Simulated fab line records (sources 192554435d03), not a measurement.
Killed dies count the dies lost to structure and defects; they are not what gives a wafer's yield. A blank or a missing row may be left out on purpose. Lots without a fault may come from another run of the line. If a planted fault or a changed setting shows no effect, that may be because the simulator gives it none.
The tool behind it: which one? -- flow n5-finfet -- 72 wafers from 24 lots sampled at 6 of the route's 1938 steps

## WHAT EACH GAUGE READ, for each wafer
The record lacks any reading of a measuring or inspecting step that a usual standard deviation could be used to judge.

## WHAT TOOL EACH LOT RAN ON (gives the tool, then ch and the chambers of the sampled wafers, and finally the start)
lot,N5_GATE_CUT_CMP_02,N5_MOL_CONTACT_COAG_ETCH_105,N5_MOL_CONTACT_COAG_PRE_CLEAN_141,N5_MOL_CONTACT_COAG_SPUTTER_143,N5_MOL_CONTACT_COAG_SPUTTER_130,N5_MOL_CONTACT_COAG_CMP_23
L074,"cmp-03 ch 0,1,2, day 4 15:01","rie-diel-01 ch 1,2, day 4 20:33","pvd-sputter-03, day 4 22:08","pvd-sputter-03, day 4 22:11","pvd-sputter-02, day 5 01:40","cmp-02 ch 0,1, day 5 01:50"
L075,"cmp-01 ch 0,2,3, day 5 00:58","rie-diel-06 ch 0,2, day 5 07:23","pvd-sputter-03, day 5 09:47","pvd-sputter-03, day 5 09:50","pvd-sputter-03, day 5 12:12","cmp-02 ch 0,1,3, day 5 12:25"
L076,"cmp-02 ch 1,2, day 5 03:27","rie-diel-01 ch 1,2, day 5 09:20","pvd-sputter-01, day 5 12:04","pvd-sputter-01, day 5 12:08","pvd-sputter-03, day 5 15:12","cmp-01 ch 0,1,2, day 5 15:29"
L077,"cmp-01 ch 0,3, day 5 07:37","rie-diel-06 ch 0,3, day 5 12:48","pvd-sputter-03, day 5 15:23","pvd-sputter-03, day 5 15:26","pvd-sputter-03, day 5 17:30","cmp-04 ch 1,3, day 5 17:55"
L078,"cmp-03 ch 0,2,3, day 5 13:53","rie-diel-06 ch 0,2,3, day 5 18:48","pvd-sputter-01, day 5 21:29","pvd-sputter-01, day 5 21:32","pvd-sputter-02, day 6 00:29","cmp-04 ch 0,2,3, day 6 00:40"
L079,"cmp-02 ch 0,1,2, day 5 20:55","rie-diel-06 ch 0,2,3, day 6 01:38","pvd-sputter-01, day 6 04:32","pvd-sputter-01, day 6 04:35","pvd-sputter-02, day 6 07:26","cmp-04 ch 0,1,2, day 6 07:37"
L080,"cmp-01 ch 0,1, day 5 23:34","rie-diel-06 ch 0,1, day 6 04:54","pvd-sputter-02, day 6 08:08","pvd-sputter-02, day 6 08:11","pvd-sputter-02, day 6 10:27","cmp-04 ch 2,3, day 6 10:38"
L081,"cmp-01 ch 0,1, day 6 06:36","rie-diel-01 ch 1,2, day 6 11:32","pvd-sputter-03, day 6 13:23","pvd-sputter-03, day 6 13:27","pvd-sputter-03, day 6 16:41","cmp-04 ch 1,2, day 6 16:55"
L082,"cmp-03 ch 0,1,2, day 6 12:40","rie-diel-05 ch 0,1, day 6 17:44","pvd-sputter-03, day 6 19:27","pvd-sputter-03, day 6 19:31","pvd-sputter-02, day 6 21:45","cmp-01 ch 0,3, day 6 22:00"
L083,"cmp-03 ch 0,2,3, day 6 17:50","rie-diel-05 ch 0,2,3, day 6 22:40","pvd-sputter-02, day 7 02:23","pvd-sputter-02, day 7 02:26","pvd-sputter-03, day 7 05:42","cmp-04 ch 0,3, day 7 05:58"
L084,"cmp-01 ch 0,1,3, day 7 01:20","rie-diel-01 ch 0,1, day 7 07:59","pvd-sputter-01, day 7 10:01","pvd-sputter-01, day 7 10:05","pvd-sputter-03, day 7 13:47","cmp-01 ch 1,3, day 7 14:00"
L085,"cmp-02 ch 0,2,3, day 7 03:58","rie-diel-06 ch 0,1,3, day 7 09:19","pvd-sputter-02, day 7 11:38","pvd-sputter-02, day 7 11:42","pvd-sputter-03, day 7 14:13","cmp-04 ch 0,2,3, day 7 14:26"
L086,"cmp-02 ch 1,2, day 7 08:50","rie-diel-01 ch 0,1,2, day 7 13:40","pvd-sputter-01, day 7 17:48","pvd-sputter-01, day 7 17:52","pvd-sputter-03, day 7 19:38","cmp-01 ch 0,2, day 7 19:49"
L087,"cmp-03 ch 0,1,3, day 7 18:28","rie-diel-01 ch 0,1,2, day 7 23:19","pvd-sputter-03, day 8 04:28","pvd-sputter-03, day 8 04:32","pvd-sputter-03, day 8 06:28","cmp-04 ch 0,1, day 8 06:41"
L088,"cmp-02 ch 1,2, day 8 00:24","rie-diel-05 ch 0,3, day 8 05:10","pvd-sputter-03, day 8 06:57","pvd-sputter-03, day 8 07:01","pvd-sputter-03, day 8 10:28","cmp-04 ch 0,1,3, day 8 10:43"
L089,"cmp-03 ch 1,2,3, day 8 05:10","rie-diel-06 ch 0,1,3, day 8 10:32","pvd-sputter-01, day 8 13:26","pvd-sputter-01, day 8 13:29","pvd-sputter-01, day 8 15:38","cmp-02 ch 1,2,3, day 8 15:53"
L090,"cmp-02 ch 2,3, day 8 14:45","rie-diel-05 ch 0,2, day 8 20:24","pvd-sputter-02, day 8 23:53","pvd-sputter-02, day 8 23:56","pvd-sputter-02, day 9 02:43","cmp-04 ch 0,3, day 9 02:54"
L091,"cmp-01 ch 0,1,3, day 8 17:00","rie-diel-05 ch 0,1,3, day 8 22:27","pvd-sputter-02, day 9 02:06","pvd-sputter-02, day 9 02:10","pvd-sputter-03, day 9 04:26","cmp-01 ch 0,2,3, day 9 04:41"
L092,"cmp-01 ch 0,1,2, day 8 23:46","rie-diel-06 ch 0,1,3, day 9 04:20","pvd-sputter-01, day 9 07:37","pvd-sputter-01, day 9 07:41","pvd-sputter-03, day 9 10:06","cmp-01 ch 0,2,3, day 9 10:17"
L093,"cmp-02 ch 0,3, day 9 06:34","rie-diel-06 ch 0,1,3, day 9 11:12","pvd-sputter-01, day 9 13:11","pvd-sputter-01, day 9 13:14","pvd-sputter-02, day 9 16:01","cmp-02 ch 0,2, day 9 16:11"
L094,"cmp-03 ch 0,2,3, day 9 12:10","rie-diel-05 ch 0,1,3, day 9 22:52","pvd-sputter-01, day 10 03:28","pvd-sputter-01, day 10 03:31","pvd-sputter-03, day 10 07:03","cmp-04 ch 0,1,2, day 10 07:22"
L095,"cmp-02 ch 0,1, day 9 17:33","rie-diel-01 ch 1,2, day 9 23:32","pvd-sputter-01, day 10 03:37","pvd-sputter-01, day 10 03:41","pvd-sputter-01, day 10 07:09","cmp-02 ch 0,1,2, day 10 07:24"
L096,"cmp-01 ch 2,3, day 10 00:39","rie-diel-05 ch 0,2,3, day 10 05:32","pvd-sputter-01, day 10 07:49","pvd-sputter-01, day 10 07:52","pvd-sputter-03, day 10 12:14","cmp-02 ch 0,3, day 10 12:25"
L097,"cmp-01 ch 0,1,2, day 10 06:51","rie-diel-06 ch 1,2,3, day 10 11:37","pvd-sputter-03, day 10 15:44","pvd-sputter-03, day 10 15:48","pvd-sputter-01, day 10 18:06","cmp-02 ch 0,2,3, day 10 18:19"
- N5_GATE_CUT_CMP_02: polishes, stops on SiO2, t overpolish 12.7 s, target thk 0 nm.
- N5_MOL_CONTACT_COAG_ETCH_105: etches SiARC in CF4, target depth 15.6 nm, time 26 s.
- N5_MOL_CONTACT_COAG_PRE_CLEAN_141: time 60 s.
- N5_MOL_CONTACT_COAG_SPUTTER_143: material Co, target thk 2.5 nm.
- N5_MOL_CONTACT_COAG_SPUTTER_130: material Co, target thk 47.5 nm.
- N5_MOL_CONTACT_COAG_CMP_23: polishes, stops on SiO2, t overpolish 1.5 s, target thk 0 nm.

## WHAT THE TOOLS THEMSELVES READ (means of the sampled wafers that have a number; where no wafer has one, the mark that the record gives instead)
N5_GATE_CUT_CMP_02. Usual: motor-current-A 8.8 A, standard deviation 1; overpolish-run-s 12.701 s, standard deviation 0.0096; time-to-endpoint-s 25.3 s, standard deviation 2.5.
lot,tool,motor-current-A (A),overpolish-run-s (s),time-to-endpoint-s (s),flag
L074,cmp-03,8.8,12.703,27.9,
L075,cmp-01,9.7,12.697,24.6,
L076,cmp-02,7.9,12.708,26.5,
L077,cmp-01,9.3,12.699,23.7,
L078,cmp-03,8.9,12.704,29.3,
L079,cmp-02,8.2,12.705,24.5,
L080,cmp-01,9.1,12.694,26.0,
L081,cmp-01,9.4,12.699,26.4,
L082,cmp-03,9.1,12.705,26.3,
L083,cmp-03,8.9,12.701,27.5,
L084,cmp-01,9.2,12.700,24.0,
L085,cmp-02,8.2,12.701,21.7,
L086,cmp-02,7.9,12.702,21.7,
L087,cmp-03,8.6,12.704,23.1,
L088,cmp-02,8.1,12.704,25.5,
L089,cmp-03,8.2,12.701,27.9,
L090,cmp-02,7.9,12.703,24.2,
L091,cmp-01,9.5,12.705,23.2,
L092,cmp-01,9.5,12.696,23.7,
L093,cmp-02,8.2,12.701,25.4,
L094,cmp-03,9.0,12.697,23.9,
L095,cmp-02,8.0,12.702,27.2,
L096,cmp-01,9.9,12.693,24.1,
L097,cmp-01,9.6,12.693,25.5,

N5_MOL_CONTACT_COAG_ETCH_105. Usual: drypump-motor-current-A 5.7 A, standard deviation 0.58; etch-rf-on-time-s 26.0 s, standard deviation 0.55; oes-product-au 0.66 a.u., standard deviation 0.073; rf-vpp-V 183.8 V, standard deviation 1.1; showerhead-plenum-p-Torr 2.12 Torr, standard deviation 0.059; throttle-valve-pct 15.63 %, standard deviation 0.26.
lot,tool,drypump-motor-current-A (A),etch-rf-on-time-s (s),oes-product-au (a.u.),rf-vpp-V (V),showerhead-plenum-p-Torr (Torr),throttle-valve-pct (%),flag
L074,rie-diel-01,6.0,24.9,0.74,185.1,2.17,15.27,
L075,rie-diel-06,6.3,25.6,0.62,183.0,2.08,15.64,
L076,rie-diel-01,6.0,25.1,0.72,184.4,2.17,15.28,
L077,rie-diel-06,5.5,25.9,0.65,183.5,2.12,15.69,
L078,rie-diel-06,5.9,26.0,0.62,183.7,2.08,15.69,
L079,rie-diel-06,5.9,25.9,0.62,183.2,2.08,15.70,
L080,rie-diel-06,5.4,25.6,0.67,184.3,2.13,15.73,
L081,rie-diel-01,5.6,25.4,0.68,184.7,2.16,15.40,
L082,rie-diel-05,6.0,26.3,0.71,184.0,2.11,15.43,
L083,rie-diel-05,5.9,26.2,0.65,184.3,2.16,15.57,
L084,rie-diel-01,5.0,26.2,0.67,183.5,2.10,15.59,
L085,rie-diel-06,5.3,25.8,0.64,183.9,2.09,15.82,
L086,rie-diel-01,5.5,25.6,0.69,184.4,2.13,15.47,
L087,rie-diel-01,5.5,25.8,0.69,183.4,2.13,15.47,
L088,rie-diel-05,6.1,26.0,0.71,184.0,2.13,15.49,
L089,rie-diel-06,5.3,26.2,0.63,183.6,2.08,15.84,
L090,rie-diel-05,5.9,26.3,0.68,183.9,2.13,15.37,
L091,rie-diel-05,6.0,26.0,0.65,184.7,2.14,15.69,
L092,rie-diel-06,5.3,25.9,0.63,183.5,2.08,15.84,
L093,rie-diel-06,5.3,26.0,0.62,183.0,2.08,15.86,
L094,rie-diel-05,6.0,26.0,0.64,183.9,2.14,15.71,
L095,rie-diel-01,5.5,25.7,0.65,183.7,2.14,15.47,
L096,rie-diel-05,5.9,26.1,0.72,184.1,2.16,15.44,
L097,rie-diel-06,5.6,25.9,0.68,184.1,2.13,15.72,

N5_MOL_CONTACT_COAG_PRE_CLEAN_141. Usual: heater-power-w reads 474 W (standard deviation 38).
lot,tool,heater-power-w (W),flag
L074,pvd-sputter-03,481,
L075,pvd-sputter-03,466,
L076,pvd-sputter-01,451,
L077,pvd-sputter-03,464,
L078,pvd-sputter-01,472,
L079,pvd-sputter-01,462,
L080,pvd-sputter-02,480,
L081,pvd-sputter-03,478,
L082,pvd-sputter-03,501,
L083,pvd-sputter-02,513,
L084,pvd-sputter-01,451,
L085,pvd-sputter-02,452,
L086,pvd-sputter-01,451,
L087,pvd-sputter-03,473,
L088,pvd-sputter-03,459,
L089,pvd-sputter-01,470,
L090,pvd-sputter-02,478,
L091,pvd-sputter-02,481,
L092,pvd-sputter-01,452,
L093,pvd-sputter-01,483,
L094,pvd-sputter-01,459,
L095,pvd-sputter-01,501,
L096,pvd-sputter-01,475,
L097,pvd-sputter-03,480,

N5_MOL_CONTACT_COAG_SPUTTER_143. Usual: throttle-valve-pct reads 30.3 % (standard deviation 0.97).
lot,tool,throttle-valve-pct (%),flag
L074,pvd-sputter-03,30.4,
L075,pvd-sputter-03,29.8,
L076,pvd-sputter-01,30.2,
L077,pvd-sputter-03,30.1,
L078,pvd-sputter-01,30.4,
L079,pvd-sputter-01,30.4,
L080,pvd-sputter-02,29.2,
L081,pvd-sputter-03,30.1,
L082,pvd-sputter-03,30.5,
L083,pvd-sputter-02,29.0,
L084,pvd-sputter-01,30.5,
L085,pvd-sputter-02,31.0,
L086,pvd-sputter-01,30.2,
L087,pvd-sputter-03,30.4,
L088,pvd-sputter-03,30.2,
L089,pvd-sputter-01,30.9,
L090,pvd-sputter-02,30.7,
L091,pvd-sputter-02,30.4,
L092,pvd-sputter-01,30.5,
L093,pvd-sputter-01,30.5,
L094,pvd-sputter-01,31.0,
L095,pvd-sputter-01,31.3,
L096,pvd-sputter-01,31.6,
L097,pvd-sputter-03,30.3,

N5_MOL_CONTACT_COAG_SPUTTER_130. Usual: throttle-valve-pct reads 30.1 % (standard deviation 0.85).
lot,tool,throttle-valve-pct (%),flag
L074,pvd-sputter-02,29.4,
L075,pvd-sputter-03,30.1,
L076,pvd-sputter-03,30.5,
L077,pvd-sputter-03,30.1,
L078,pvd-sputter-02,29.2,
L079,pvd-sputter-02,29.3,
L080,pvd-sputter-02,28.8,
L081,pvd-sputter-03,30.1,
L082,pvd-sputter-02,29.9,
L083,pvd-sputter-03,30.3,
L084,pvd-sputter-03,30.4,
L085,pvd-sputter-03,30.3,
L086,pvd-sputter-03,30.2,
L087,pvd-sputter-03,30.0,
L088,pvd-sputter-03,29.8,
L089,pvd-sputter-01,30.2,
L090,pvd-sputter-02,30.1,
L091,pvd-sputter-03,30.2,
L092,pvd-sputter-03,30.1,
L093,pvd-sputter-02,28.7,
L094,pvd-sputter-03,30.0,
L095,pvd-sputter-01,31.2,
L096,pvd-sputter-03,30.3,
L097,pvd-sputter-01,31.8,

N5_MOL_CONTACT_COAG_CMP_23. Usual: motor-current-A 8.2 A, standard deviation 0.91; overpolish-run-s 1.499 s, standard deviation 0.0089; time-to-endpoint-s 8.8 s, standard deviation 2.1.
lot,tool,motor-current-A (A),overpolish-run-s (s),time-to-endpoint-s (s),flag
L074,cmp-02,7.6,1.488,9.2,
L075,cmp-02,7.1,1.498,7.2,
L076,cmp-01,8.6,1.497,9.7,
L077,cmp-04,8.5,1.503,6.5,
L078,cmp-04,8.8,1.504,8.8,
L079,cmp-04,8.3,1.499,9.0,
L080,cmp-04,8.9,1.497,8.9,
L081,cmp-04,8.0,1.504,8.8,
L082,cmp-01,8.2,1.502,9.5,
L083,cmp-04,9.4,1.503,11.3,
L084,cmp-01,8.5,1.511,5.4,
L085,cmp-04,8.9,1.507,7.8,
L086,cmp-01,8.2,1.497,8.0,
L087,cmp-04,9.1,1.489,11.3,
L088,cmp-04,8.8,1.499,9.2,
L089,cmp-02,7.1,1.501,9.2,
L090,cmp-04,9.1,1.514,11.9,
L091,cmp-01,8.7,1.497,6.9,
L092,cmp-01,8.5,1.492,8.2,
L093,cmp-02,7.5,1.499,8.9,
L094,cmp-04,8.5,1.504,11.7,
L095,cmp-02,7.4,1.501,8.9,
L096,cmp-02,7.3,1.490,7.0,
L097,cmp-02,7.3,1.489,8.3,

## THE ANSWER, worked out from the rows above alone
Rule: take the mean of a lot's wafers that have a number; if it is more than 3 standard deviations from the usual mean, the lot is off. Also off: a lot with no number at a reading for which 4 or more lots have one. The other lots that the step has rows for count as sound. The gauges are gone through in route order, then the tools' own readings, and for those a lot's mean is taken as printed above. The first step at which some lot is off is used, and at that step the reading that is off furthest; a lot without a number counts as furthest.
Nothing can be told from this: no lot is off at any reading shown.

## WHAT THE SIMULATOR PUT IN
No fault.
